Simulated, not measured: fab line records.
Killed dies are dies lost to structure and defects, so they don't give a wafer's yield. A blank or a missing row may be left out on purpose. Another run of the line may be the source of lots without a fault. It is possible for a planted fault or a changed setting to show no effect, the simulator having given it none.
fab line records | flow nandHarc
record: lots: 7 wafers: 21 lastDay: 34
route steps=1302 shown P_ZERO_WELL@44
lots that met no fault: from a run of the same line without faults
startH: the number of hours between the record's first day and the start of the first shown wafer of the lot | waitH: hours since the lot's step before | " same as the row above | L1.1+2: several wafers, shown together as one row | - no value, or no start was given | * or withheld: withheld | < > ~ a bound
route shown NAME@n: names a module that has steps shown in the file, with the first one's number in the route | usual: mean/standard deviation taken from wafers without a fault | same: alike in all rows | chamber/n: place in a boat | sites: readings site by site | _std_site: the values' standard deviation | _edge_site: the outer-site mean with the inner-site mean subtracted | radiusMm: for every site, how far away it sits from the centre of the wafer | mask NAME#n: copy n | behind: tool/chamber where the wafer was last shaped | hold: why the lot went on hold/how many hours it stayed there/how the hold came to an end | device: whichever transistor did not switch (one of n, p or np) | end of line: at the end of the route, the tests of the same wafers | a step without rows: its recipe alone | killed: the dies lost at the first sort to structure and to defects; this is not the yield of the wafer | map: shows each die of a wafer: x if killed, . if not, _ if none is there
set.NAME: setting as actually run; set.NAME@STEP: the setting as run at that earlier step | model.NAME: the simulator's own value behind a step, which no gauge read
certain route steps with their lots: each step a table, each wafer a row
services: a tool's chamber out of use, with start hour (startH, from the record's first day; less than 0 if before it), hours out, and reason
== steps ==
step: NHARC_P_ZERO_WELL_CD_MEAS_37
recipe: targetCdNm: 720 landingEnergyEv: 500
usual: cdNm: 720.0/1.6
columns lot.wafer tool chamber startH waitH cdNm
L568.3 cdSem-02 0 24.21 - 717.5
L568.5 " 0 " " 717.5
L568.6 " 0 " " 718.7
L571.4 cdSem-02 0 54.19 - 723.0
L571.5 " 0 " " 721.0
L571.6 " 0 " " 721.3
L579.3 cdSem-01 0 134.24 - 719.8
L579.5 " 0 " " 722.4
L579.6 " 0 " " 718.8
L580.3 cdSem-01 0 144.26 - 717.0
L580.4 " 0 " " 721.2
L580.6 " 0 " " 717.9
L581.2 cdSem-01 0 154.31 - 720.2
L581.3 " 0 " " 722.5
L581.5 " 0 " " 720.0
L589.2 cdSem-02 0 234.21 - 719.6
L589.4 " 0 " " 721.0
L589.5 " 0 " " 720.0
L591.2 cdSem-03 0 254.16 - 717.9
L591.5 " 0 " " 717.6
L591.6 " 0 " " 721.1
step: NHARC_P_ZERO_WELL_HARDBAKE_38
recipe: tempC: 125 timeS: 80
step: NHARC_P_ZERO_WELL_DESCUM_39
recipe: timeS: 3 o2FlowSccm: 200 arFlowSccm: 0 biasPowerW: 0 chemistry: O2
usual: drypumpMotorCurrentA: 5.5/0.45 oesProductAu: 0.996/0.01 rfVppV: 57.7/0.92 showerheadPlenumPTorr: 1.90/0.068 throttleValvePct: 11.310/0.0087
columns lot.wafer tool chamber startH waitH drypumpMotorCurrentA oesProductAu rfHoursCounterH rfVppV showerheadPlenumPTorr throttleValvePct
L568.3 rieDiel-02 1 24.95 - 6.2 0.988 50 56.8 1.78 11.298
L568.6 " 3 " " 5.2 0.993 - 58.5 1.90 11.304
L568.5 " 0 " " 5.2 1.006 - 58.2 1.97 11.293
L571.4 rieDiel-02 2 54.35 - 5.0 0.989 2 58.2 1.93 11.306
L571.5 " 2 " " 5.0 0.995 - 58.3 1.93 11.312
L571.6 " 3 " " 5.3 0.988 - 57.7 1.90 11.300
L579.3 rieDiel-03 1 134.43 - 5.8 1.007 5 56.6 1.79 11.316
L579.5 " 0 " " 6.1 1.004 - 58.7 1.95 11.297
L579.6 " 1 " " 5.7 1.002 - 58.8 1.79 11.307
L580.4 rieDiel-03 2 145.44 - 5.5 0.994 7 57.0 1.93 11.303
L580.3 " 0 " " 6.1 1.003 8 59.5 1.95 11.317
L580.6 " 1 " " 5.8 0.991 - 57.4 1.78 11.314
L581.3 rieDiel-02 3 154.47 - 5.2 0.993 36 58.6 1.89 11.321
L581.2 " 2 " " 4.9 0.989 21 58.3 1.93 11.324
L581.5 " 3 " " 5.2 0.985 - 57.5 1.89 11.311
L589.2 rieDiel-02 3 234.39 - 5.2 1.006 3 56.6 1.88 11.319
L589.4 " 0 " " 5.2 0.994 3 57.7 1.95 11.298
L589.5 " 3 " " 5.2 1.006 - 57.9 1.88 11.312
L591.2 rieDiel-02 1 254.32 - 6.2 0.993 7 59.4 2.07 11.293
L591.5 " 1 " " 6.2 0.992 - 58.4 2.07 11.323
L591.6 " 2 " " 4.9 1.004 - 57.4 1.92 11.323
step: NHARC_P_ZERO_WELL_IMPLANT_40
recipe: energyKev: 300 doseCm2: 1e+13 tiltDeg: 7
step: NHARC_P_ZERO_WELL_IMPLANT_59
recipe: energyKev: 120 doseCm2: 5e+12 tiltDeg: 7
step: NHARC_P_ZERO_WELL_IMPLANT_60
recipe: energyKev: 30 doseCm2: 2e+12 tiltDeg: 7
step: NHARC_P_ZERO_WELL_STRIP_41
recipe: timeS: 840 tempC: 130 chemistry: SPM
step: NHARC_P_ZERO_WELL_DEHYDRATE_44
recipe: tempC: 150 timeS: 120
step: NHARC_P_ZERO_WELL_HMDS_45
recipe: timeS: 30
step: NHARC_P_ZERO_WELL_COAT_46
recipe: spinRpm: withheld
step: NHARC_P_ZERO_WELL_SOFTBAKE_47
recipe: tempC: 122 timeS: 95
step: NHARC_P_ZERO_WELL_EBR_48
step: NHARC_P_ZERO_WELL_EXPOSE_49
recipe: na: 0.6 targetCdNm: 2000 doseMj: 22.64 maskId: P_HVPW
usual: exposureDoseMJCm2: 22.636/0.021 focusOffsetNm: -0.1/0.49
columns lot.wafer tool chamber startH waitH mask exposureDoseMJCm2 focusOffsetNm
L568.3 krfScanner-04 0 26.13 - P_HVPW#0 22.635 0.0
L568.5 " 0 " " P_HVPW#0 22.618 0.1
L568.6 " 0 " " P_HVPW#0 22.621 -0.6
L571.4 krfScanner-02 0 55.69 - P_HVPW#0 22.600 0.2
L571.5 " 0 " " P_HVPW#0 22.621 -0.2
L571.6 " 0 " " P_HVPW#0 22.582 -0.2
L579.3 krfScanner-04 - 135.61 - P_HVPW#0 - -
L579.5 " - " " P_HVPW#0 - -
L579.6 " - " " P_HVPW#0 - -
L580.3 krfScanner-02 - 146.76 - P_HVPW#0 - -
L580.4 " - " " P_HVPW#0 - -
L580.6 " - " " P_HVPW#0 - -
L581.2 krfScanner-01 - 155.81 - P_HVPW#0 - -
L581.3 " - " " P_HVPW#0 - -
L581.5 " - " " P_HVPW#0 - -
L589.2 krfScanner-01 0 235.57 - P_HVPW#0 22.655 -1.5
L589.4 " 0 " " P_HVPW#0 22.623 -0.7
L589.5 " 0 " " P_HVPW#0 22.644 -0.3
L591.2 krfScanner-02 0 255.64 - P_HVPW#0 22.670 -0.6
L591.5 " 0 " " P_HVPW#0 22.672 -0.5
L591.6 " 0 " " P_HVPW#0 22.630 -0.3
step: NHARC_P_ZERO_WELL_PEB_50
recipe: pebTempC: 118 pebTimeS: 85
step: NHARC_P_ZERO_WELL_DEVELOP_51
recipe: timeS: 70
step: NHARC_P_ZERO_WELL_CD_MEAS_52
recipe: targetCdNm: 2000 landingEnergyEv: 500
usual: cdNm: 2000.3/1.8
columns lot.wafer tool chamber startH waitH cdNm
L568.3 cdSem-01 0 26.28 - 1999.8
L568.5 " 0 " " 1998.0
L568.6 " 0 " " 1999.5
L571.4 cdSem-01 0 55.84 - 2000.4
L571.5 " 0 " " 1998.7
L571.6 " 0 " " 2002.3
L579.3 cdSem-01 0 135.76 - -
L579.5 " 0 " " -
L579.6 " 0 " " -
L580.3 cdSem-01 0 146.91 - -
L580.4 " 0 " " -
L580.6 " 0 " " -
L581.2 cdSem-01 0 155.96 - -
L581.3 " 0 " " -
L581.5 " 0 " " -
L589.2 cdSem-03 0 235.73 - 2001.4
L589.4 " 0 " " 2001.5
L589.5 " 0 " " 2001.1
L591.2 cdSem-03 0 255.80 - 2001.2
L591.5 " 0 " " 1999.1
L591.6 " 0 " " 2000.2
step: NHARC_P_ZERO_WELL_HARDBAKE_53
recipe: tempC: 125 timeS: 80
step: NHARC_P_ZERO_WELL_DESCUM_54
recipe: timeS: 3 o2FlowSccm: 200 arFlowSccm: 0 biasPowerW: 0 chemistry: O2
usual: drypumpMotorCurrentA: 5.6/0.42 oesProductAu: 1.000/0.0085 rfVppV: 57.7/0.79 showerheadPlenumPTorr: 1.89/0.064 throttleValvePct: 11.311/0.0086
columns lot.wafer tool chamber startH waitH drypumpMotorCurrentA oesProductAu rfHoursCounterH rfVppV showerheadPlenumPTorr throttleValvePct model.P_ZERO_WELL.cdNm
L568.3 rieDiel-11 3 26.45 - 5.9 1.012 30 57.4 1.86 11.303 2000
L568.5 " 2 " " 5.3 0.997 - 57.5 1.88 11.316 1998
L568.6 " 3 " " 5.8 1.014 - 58.5 1.86 11.300 2000
L571.4 rieDiel-11 2 55.99 - 5.3 0.996 47 58.1 1.87 11.311 2000
L571.5 " 2 " " 5.3 0.998 - 56.8 1.87 11.318 1998
L571.6 " 3 " " 5.8 1.005 - 58.3 1.86 11.327 2002
L579.3 rieDiel-03 3 135.96 - 5.1 1.001 6 58.6 1.90 11.309 719.9
L579.6 " 0 " " 6.1 0.996 - 57.7 1.95 11.301 718.8
L579.5 " 1 " " 5.8 0.983 - 57.8 1.79 11.298 723.3
L580.4 rieDiel-11 3 147.11 - 5.9 0.986 19 56.2 1.85 11.319 720.6
L580.3 " 1 " " 5.6 0.994 16 57.4 1.80 11.306 717.9
L580.6 " 3 " " 5.9 0.991 - 58.3 1.85 11.322 718.4
L581.2 rieDiel-02 3 156.15 - 5.2 1.000 37 57.0 1.89 11.321 719.6
L581.3 " 1 " " 6.2 0.982 33 57.1 1.77 11.312 723.4
L581.5 " 2 " " 4.9 1.004 - 57.3 1.93 11.309 720.9
L589.4 rieDiel-02 1 235.88 - 6.2 0.992 3 56.8 2.08 11.303 2001
L589.2 " 2 " " 5.0 1.019 4 58.5 1.92 11.316 2002
L589.5 " 1 " " 6.2 0.987 - 58.4 2.08 11.297 2001
L591.2 rieDiel-03 2 255.99 - 5.5 1.002 44 59.6 1.92 11.323 2002
L591.5 " 0 " " 6.1 0.995 - 58.3 1.94 11.301 1999
L591.6 " 1 " " 5.8 1.013 - 57.1 1.77 11.307 2001
step: NHARC_P_ZERO_WELL_IMPLANT_55
recipe: energyKev: 180 doseCm2: 8e+11 tiltDeg: 7
step: NHARC_P_ZERO_WELL_IMPLANT_61
recipe: energyKev: 30 doseCm2: 5e+11 tiltDeg: 7
step: NHARC_P_ZERO_WELL_STRIP_56
recipe: timeS: 840 tempC: 130 chemistry: SPM
step: NHARC_P_ZERO_WELL_PRECLEAN_68
recipe: timeS: 60 tempC: 50 bathAgeMin: 0 chemistry: SC1
step: NHARC_P_ZERO_WELL_SRD_69
step: NHARC_P_ZERO_WELL_RTA_42
recipe: tempC: 1100 timeS: 300
usual: lampPowerPct: 38/5.8 lamp_zone_2_pct: 38/5.8 wafer_temp_C_max: 1105.2/1.3
columns lot.wafer tool chamber startH waitH lampPowerPct lamp_zone_2_pct wafer_temp_C_max
L568.3 rtpAnneal-01 0 27.63 - 42 42 1105.5
L568.5 " 0 " " 42 42 1106.2
L568.6 " 0 " " 42 42 1105.2
L571.4 rtpAnneal-01 0 57.55 - 42 42 1107.4
L571.5 " 0 " " 42 42 1107.3
L571.6 " 0 " " 42 42 1109.4
L579.3 rtpAnneal-02 0 137.10 - 30 30 1103.4
L579.5 " 0 " " 30 30 1102.9
L579.6 " 0 " " 30 30 1103.8
L580.3 rtpAnneal-02 0 148.30 - 30 30 1105.2
L580.4 " 0 " " 30 30 1104.0
L580.6 " 0 " " 30 30 1103.4
L581.2 rtpAnneal-02 0 157.22 - 30 30 1103.1
L581.3 " 0 " " 30 30 1104.3
L581.5 " 0 " " 30 30 1103.6
L589.2 rtpAnneal-01 0 236.97 - 42 42 1105.5
L589.4 " 0 " " 42 42 1105.7
L589.5 " 0 " " 42 42 1104.3
L591.2 rtpAnneal-02 0 257.05 - 30 30 1104.0
L591.5 " 0 " " 30 30 1104.4
L591.6 " 0 " " 30 30 1103.4
step: NHARC_P_ZERO_WELL_INSPECT_43
usual: rawDefectCount: 12/5.9
columns lot.wafer tool chamber startH waitH rawDefectCount
L568.3 defectInspect-02 - 28.09 0.4 13
L568.5 " - " " 19
L568.6 " - " " 21
L571.4 defectInspect-02 - 57.90 0.2 17
L571.5 " - " " 11
L571.6 " - " " 11
L579.3 defectInspect-02 - 137.56 0.3 1078
L579.5 " - " " 1112
L579.6 " - " " 1106
L580.3 defectInspect-02 - 148.78 0.4 1119
L580.4 " - " " 1061
L580.6 " - " " 1096
L581.2 defectInspect-01 - 157.79 0.5 1061
L581.3 " - " " 1123
L581.5 " - " " 1028
L589.2 defectInspect-01 - 237.54 0.5 9
L589.4 " - " " 16
L589.5 " - " " 5
L591.2 defectInspect-02 - 257.62 0.5 13
L591.5 " - " " 12
L591.6 " - " " 6
== services ==
columns tool chamber startH hours kind
rtpAnneal-02 - 12.00 12.0 pm
rieDiel-02 - 40.37 9.0 pm
rieDiel-03 2 56.21 2.5 repair
rieDiel-03 3 59.40 5.6 repair
rieDiel-02 1 71.11 11.5 repair
rieDiel-11 0 75.39 7.9 repair
rieDiel-11 - 78.53 9.0 pm
rieDiel-03 3 84.47 6.9 repair
rieDiel-02 2 90.98 1.4 repair
krfScanner-02 - 94.00 4.0 pm
rieDiel-11 - 96.01 1.3 repair
rieDiel-03 - 104.38 9.0 pm
rieDiel-02 2 106.94 35.3 repair
rieDiel-02 0 156.25 9.1 repair
krfScanner-02 - 159.04 0.8 repair
rieDiel-02 1 166.55 2.4 repair
rieDiel-02 3 176.76 7.7 repair
rieDiel-11 3 189.91 5.3 repair
rieDiel-02 0 202.13 1.4 repair
krfScanner-02 - 215.09 0.6 repair
rieDiel-02 - 217.39 9.0 pm
rieDiel-11 3 247.73 3.7 repair
rieDiel-11 0 252.34 2.6 repair
rieDiel-11 - 255.53 9.0 pm
== key ==
firstSign: step: NHARC_P_ZERO_WELL_EXPOSE_49 reading: toolRecord direction: missing
effect: step: NHARC_P_ZERO_WELL_CD_MEAS_52 reading: cdNm direction: missing
effect: step: NHARC_P_ZERO_WELL_INSPECT_43 reading: rawDefectCount direction: up sigmas: 99+ usual: 12 struck: 1087
modelEffect: step: NHARC_P_ZERO_WELL_DESCUM_54 value: P_ZERO_WELL.cdNm without: 2001 struck: 720.3
metAt NHARC_P_ZERO_WELL_EXPOSE_49
struckWafers L579.3,L579.5,L579.6,L580.3,L580.4,L580.6,L581.2,L581.3,L581.5
laterRowsLeftOut L579.3,L579.5,L579.6,L580.3,L580.4,L580.6,L581.2,L581.3,L581.5
sortLeftOut L579.3,L579.5,L579.6,L580.3,L580.4,L580.6,L581.2,L581.3,L581.5
testerLeftOut L579,L580,L581
onsetBetween 55.69 135.61
fault: kind: skippedStepWhole tool: krfScanner-01,krfScanner-02,krfScanner-04 chamber: - onsetH: 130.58 steps: NHARC_P_ZERO_WELL_EXPOSE_49 scope: struckLotsOnly
testerLeftOut: of these lots the tester's yield and bins aren't shown, on N5 and GAA mostly nor the transistor test; their killed dies are dies lost to structure and defects alone, not to doping, threshold or leakage, so they don't give the yield
sortLeftOut: the simulated sort isn't trusted on such a fault, so these wafers' sort isn't shown, and their yield isn't known
laterRowsLeftOut: the simulator's readings of these wafers behind a module that went badly wrong aren't trusted and aren't shown, but for the sort
